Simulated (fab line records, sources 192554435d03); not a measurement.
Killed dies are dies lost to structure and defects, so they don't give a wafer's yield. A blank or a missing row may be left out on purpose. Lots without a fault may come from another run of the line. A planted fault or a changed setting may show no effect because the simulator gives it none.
Which tool did it? | flow n5_finfet | 10 lots, 30 wafers sampled, at 4 steps of a route of 1938

WHAT THE GAUGES READ, wafer by wafer
N5_BEOL_M8_CD_MEAS_28: target cd 40 nm. Usual: cd_nm 40.01 nm, standard deviation 0.26.
lot  | measured     | on        | cd_nm (nm)        | flag
L866 | day 9 22:58  | cd_sem-01 | 40.21 40.37 40.06 |
L874 | day 12 11:11 | cd_sem-01 | 39.71 40.15 39.82 |
L873 | day 12 19:47 | cd_sem-01 | 39.77 39.98 39.91 |
L875 | day 13 13:58 | cd_sem-02 | 39.93 40.18 39.95 |
L880 | day 14 06:40 | cd_sem-01 | 39.80 40.11 39.81 |
L879 | day 14 13:32 | cd_sem-02 | 39.98 40.30 39.69 |
L882 | day 14 13:43 | cd_sem-02 | 39.89 39.57 39.88 |
L887 | day 15 10:02 | cd_sem-02 | 40.23 39.85 39.99 |
L884 | day 15 15:54 | cd_sem-02 | 39.68 40.05 39.92 |
L888 | day 16 04:47 | cd_sem-02 | 40.41 40.23 40.43 |

N5_BEOL_M8_OCD_MEAS_38. Usual: trench_depth_nm 92.5 nm, standard deviation 2.
lot  | measured     | on     | trench_depth_nm (nm) | flag
L866 | day 9 23:37  | ocd-02 | 91.0 95.6 91.7       |
L874 | day 12 11:49 | ocd-02 | 91.3 95.0 96.0       |
L873 | day 12 20:37 | ocd-01 | 91.7 90.9 90.8       |
L875 | day 13 14:31 | ocd-01 | 91.7 92.2 91.3       |
L880 | day 14 07:13 | ocd-02 | 91.1 94.8 90.5       |
L879 | day 14 14:05 | ocd-02 | 91.0 93.4 92.6       |
L882 | day 14 14:18 | ocd-01 | 92.5 91.0 94.3       |
L887 | day 15 10:35 | ocd-01 | 97.4 93.2 90.8       |
L884 | day 15 16:32 | ocd-01 | 90.9 90.4 90.8       |
L888 | day 16 05:20 | ocd-01 | 92.3 91.6 96.5       |

WHICH TOOL RAN EACH LOT (tool, then ch and the chambers of the sampled wafers, then the start)
lot  | N5_BEOL_M8_ETCH_72                 | N5_BEOL_M8_STRIP_36
L866 | rie_diel-05 ch 0,2, day 9 23:13    | rie_diel-05 ch 0,2, day 9 23:25
L874 | rie_diel-05 ch 0,1,3, day 12 11:25 | rie_diel-05 ch 0,1,3, day 12 11:37
L873 | rie_diel-05 ch 2,3, day 12 20:13   | rie_diel-05 ch 2,3, day 12 20:25
L875 | rie_diel-02 ch 1,2,3, day 13 14:07 | rie_diel-02 ch 1,2,3, day 13 14:19
L880 | rie_diel-05 ch 0,1, day 14 06:49   | rie_diel-05 ch 0,1, day 14 07:01
L879 | rie_diel-02 ch 0,1, day 14 13:41   | rie_diel-02 ch 0,1, day 14 13:53
L882 | rie_diel-06 ch 0,1,3, day 14 13:54 | rie_diel-06 ch 0,1,3, day 14 14:06
L887 | rie_diel-02 ch 1,2,3, day 15 10:12 | rie_diel-02 ch 1,2,3, day 15 10:24
L884 | rie_diel-06 ch 1,2, day 15 16:08   | rie_diel-06 ch 1,2, day 15 16:20
L888 | rie_diel-05 ch 0,1,3, day 16 04:56 | rie_diel-05 ch 0,1,3, day 16 05:08
- N5_BEOL_M8_ETCH_72: etches underlayer in N2/H2, target depth 6.5 nm, time 5.2 s.
- N5_BEOL_M8_STRIP_36: strips in N2/H2.

WHAT THE TOOLS THEMSELVES READ (means of the sampled wafers that have a number; where no wafer has one, the mark that the record gives instead)
N5_BEOL_M8_ETCH_72. Usual: bias_w 150.1 W, standard deviation 0.48; chamber_pressure_mTorr 30.03 mTorr, standard deviation 0.27; drypump_motor_current_A 6.0 A, standard deviation 0.56; etch_rf_on_time_s 5.24 s, standard deviation 0.16; oes_product_au 0.64 a.u., standard deviation 0.065; rf_vpp_V 523.3 V, standard deviation 2.4; showerhead_plenum_p_Torr 2.52 Torr, standard deviation 0.073; throttle_valve_pct 17.9 %, standard deviation 0.31.
lot  | tool        | bias_w (W) | chamber_pressure_mTorr (mTorr) | drypump_motor_current_A (A) | etch_rf_on_time_s (s) | oes_product_au (a.u.) | rf_vpp_V (V) | showerhead_plenum_p_Torr (Torr) | throttle_valve_pct (%) | flag
L866 | rie_diel-05 | 149.8      | 30.00                          | 6.3                         | 5.21                  | 0.63                  | 524.2        | 2.54                            | 18.2                   |
L874 | rie_diel-05 | 150.4      | 29.97                          | 6.2                         | 5.16                  | 0.68                  | 523.0        | 2.52                            | 17.7                   |
L873 | rie_diel-05 | 149.9      | 30.03                          | 6.0                         | 5.36                  | 0.62                  | 521.9        | 2.50                            | 18.2                   |
L875 | rie_diel-02 | 150.5      | 29.99                          | 6.2                         | 5.28                  | 0.62                  | 525.8        | 2.56                            | 17.8                   |
L880 | rie_diel-05 | -          | -                              | -                           | -                     | -                     | -            | -                               | -                      | OFF
L879 | rie_diel-02 | -          | -                              | -                           | -                     | -                     | -            | -                               | -                      | OFF
L882 | rie_diel-06 | -          | -                              | -                           | -                     | -                     | -            | -                               | -                      | OFF
L887 | rie_diel-02 | 150.1      | 29.99                          | 6.2                         | 5.13                  | 0.70                  | 523.7        | 2.55                            | 17.7                   |
L884 | rie_diel-06 | 150.0      | 30.03                          | 5.3                         | 5.34                  | 0.64                  | 521.9        | 2.47                            | 18.2                   |
L888 | rie_diel-05 | 150.7      | 29.96                          | 6.2                         | 5.22                  | 0.64                  | 523.2        | 2.51                            | 17.8                   |

N5_BEOL_M8_STRIP_36. Usual: bias_power_w 7.003 W, standard deviation 0.021; chamber_pressure_mTorr 20.00 mTorr, standard deviation 0.033; drypump_motor_current_A 6.0 A, standard deviation 0.56; oes_product_au 0.76 a.u., standard deviation 0.076; rf_vpp_V 59.2 V, standard deviation 1.4; showerhead_plenum_p_Torr 2.52 Torr, standard deviation 0.073; throttle_valve_pct 23.6 %, standard deviation 0.39.
lot  | tool        | bias_power_w (W) | chamber_pressure_mTorr (mTorr) | drypump_motor_current_A (A) | oes_product_au (a.u.) | rf_vpp_V (V) | showerhead_plenum_p_Torr (Torr) | throttle_valve_pct (%) | flag
L866 | rie_diel-05 | 7.012            | 19.99                          | 6.4                         | 0.75                  | 59.4         | 2.54                            | 24.1                   |
L874 | rie_diel-05 | 7.017            | 19.97                          | 6.2                         | 0.78                  | 59.9         | 2.52                            | 23.5                   |
L873 | rie_diel-05 | 7.007            | 19.99                          | 6.0                         | 0.73                  | 58.9         | 2.50                            | 24.1                   |
L875 | rie_diel-02 | 7.003            | 20.02                          | 6.2                         | 0.73                  | 59.3         | 2.56                            | 23.5                   |
L880 | rie_diel-05 | 7.019            | 20.04                          | 6.6                         | 0.74                  | 59.9         | 2.53                            | 23.4                   |
L879 | rie_diel-02 | 7.021            | 20.02                          | 6.1                         | 0.76                  | 59.6         | 2.55                            | 23.3                   |
L882 | rie_diel-06 | 7.008            | 19.99                          | 5.4                         | 0.76                  | 59.7         | 2.51                            | 23.7                   |
L887 | rie_diel-02 | 7.010            | 19.99                          | 6.2                         | 0.83                  | 59.1         | 2.55                            | 23.4                   |
L884 | rie_diel-06 | 6.997            | 20.00                          | 5.3                         | 0.75                  | 57.8         | 2.46                            | 24.0                   |
L888 | rie_diel-05 | 7.017            | 20.02                          | 6.2                         | 0.75                  | 59.7         | 2.50                            | 23.5                   |

THE ANSWER, worked out from the rows above alone
Rule: a lot is off if the mean of its wafers that have a number lies more than 3 standard deviations from the usual mean. A lot without any number at a reading at which 4 lots or more have one is off too. The other lots that the step has rows for count as sound. The gauges are gone through in route order, then the tools' own readings, and for those a lot's mean is taken as printed above. The first step at which some lot is off is used, and at that step the reading that is off furthest; a lot without a number counts as furthest.
Off: L880, L879, L882, at N5_BEOL_M8_ETCH_72 (bias_w). Without a number there: L880, L879, L882.
A tool fits if, at that step or a process step before it, it ran every lot that is off, and no sound lot after the first of them. None of those tried fits.

WHAT THE SIMULATOR HAD PUT IN
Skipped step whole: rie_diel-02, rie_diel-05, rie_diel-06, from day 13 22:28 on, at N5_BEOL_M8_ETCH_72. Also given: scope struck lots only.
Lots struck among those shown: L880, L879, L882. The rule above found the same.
